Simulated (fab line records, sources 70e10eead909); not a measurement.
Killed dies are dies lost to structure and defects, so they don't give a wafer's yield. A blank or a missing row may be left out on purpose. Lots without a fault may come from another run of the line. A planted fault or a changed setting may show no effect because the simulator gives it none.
Chamber matching | flow nand_harc | NHARC_A_CHANNEL_FILL_D1_ALD_02 on ald_hk-03: 4 sister chambers
The step deposits SiO2, target thk 6 nm, pulse time 10 s, ald cycles 60. 4 wafers are shown with their chamber, then 9 later ones without.

WAFERS WITH THEIR CHAMBER
wafer  | chamber | heater_power_w (W)
L083.3 | 0       | 438
L091.1 | 1       | 463
L091.3 | 2       | 488
L091.6 | 3       | 490

WAFERS WITHOUT THEIR CHAMBER
wafer  | heater_power_w (W)
L092.1 | 436
L092.2 | 437
L092.6 | 448
L095.4 | 481
L095.5 | 490
L095.6 | 497
L096.1 | 484
L096.2 | 441
L096.5 | 457

WHICH CHAMBER EACH WENT THROUGH
wafer  | from the rows above     | in truth
L092.1 | 0                       | 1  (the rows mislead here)
L092.2 | 0                       | 0
L092.6 | can't be placed: 0 or 1 | 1
L095.4 | can't be placed: 2 or 3 | 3
L095.5 | can't be placed: 3 or 2 | 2
L095.6 | can't be placed: 3 or 2 | 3
L096.1 | can't be placed: 2 or 3 | 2
L096.2 | 0                       | 0
L096.5 | 1                       | 1
Placed correctly: 3 of 9. Can't be placed from these rows: 5 (the true chamber is among the candidates in 5). Placed wrongly: 1.
How it was worked out, from the rows above alone: a wafer's distance from a chamber is the root of the sum, over the readings, of the square of ((its reading less the chamber's mean) divided by the reading's scatter). The wafer belongs to the nearest chamber; if the next one is less than 2 further off, it can't be placed. A chamber's mean is the mean of its shown wafers. The scatter: with one shown wafer a chamber, the root of the mean of the squares of how far each hidden wafer lies from its nearest shown one.
